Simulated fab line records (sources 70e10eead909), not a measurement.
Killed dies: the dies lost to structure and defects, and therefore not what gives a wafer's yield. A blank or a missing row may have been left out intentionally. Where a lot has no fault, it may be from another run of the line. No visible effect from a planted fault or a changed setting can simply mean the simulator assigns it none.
Matching of chambers ; flow nand_harc ; 4 sister chambers for NHARC_P_ZERO_WELL_DESCUM_54 on rie_diel-04
The step chemistry O2, time 3 s. 8 wafers are shown with their chamber, then 8 later ones without.

== WAFERS PAIRED WITH THEIR CHAMBERS ==
wafer;chamber;showerhead_plenum_p_Torr (Torr);drypump_motor_current_A (A)
L564.2;0;1.83;5.67
L565.3;1;1.87;5.94
L566.6;1;1.87;5.98
L567.1;2;1.85;6.11
L567.4;0;1.83;5.65
L568.4;2;1.85;6.11
L568.5;3;1.81;6.11
L578.2;3;1.80;6.09

== WAFERS MISSING THEIR CHAMBER ==
wafer;showerhead_plenum_p_Torr (Torr);drypump_motor_current_A (A)
L578.3;1.84;6.15
L578.4;1.85;5.97
L581.2;1.85;5.96
L581.3;1.82;5.66
L581.5;1.84;6.13
L585.3;1.83;6.13
L585.4;1.79;6.10
L585.6;1.80;6.12

== WHICH CHAMBER EACH WENT THROUGH ==
wafer;from the rows above;in truth
L578.3;2;2
L578.4;1;1
L581.2;1;1
L581.3;0;0
L581.5;2;2
L585.3;can't be placed: 2 or 3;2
L585.4;3;3
L585.6;3;3
Correct placement for 7 of the 8. From these rows, 1 cannot be placed; in 1 the true chamber is one of the candidates. Number placed wrongly: 0.
How it was worked out, from the rows above alone: a wafer's distance from a chamber is the root of the sum, over the readings, of the square of ((its reading less the chamber's mean) divided by the reading's scatter). The wafer belongs to the nearest chamber; if the next one is less than 2 further off, it can't be placed. The mean given for a chamber averages the wafers shown for that chamber. The scatter is the square root of a quotient: the sum, over the shown wafers, of each reading's squared deviation from its chamber's mean, divided by wafers minus chambers.
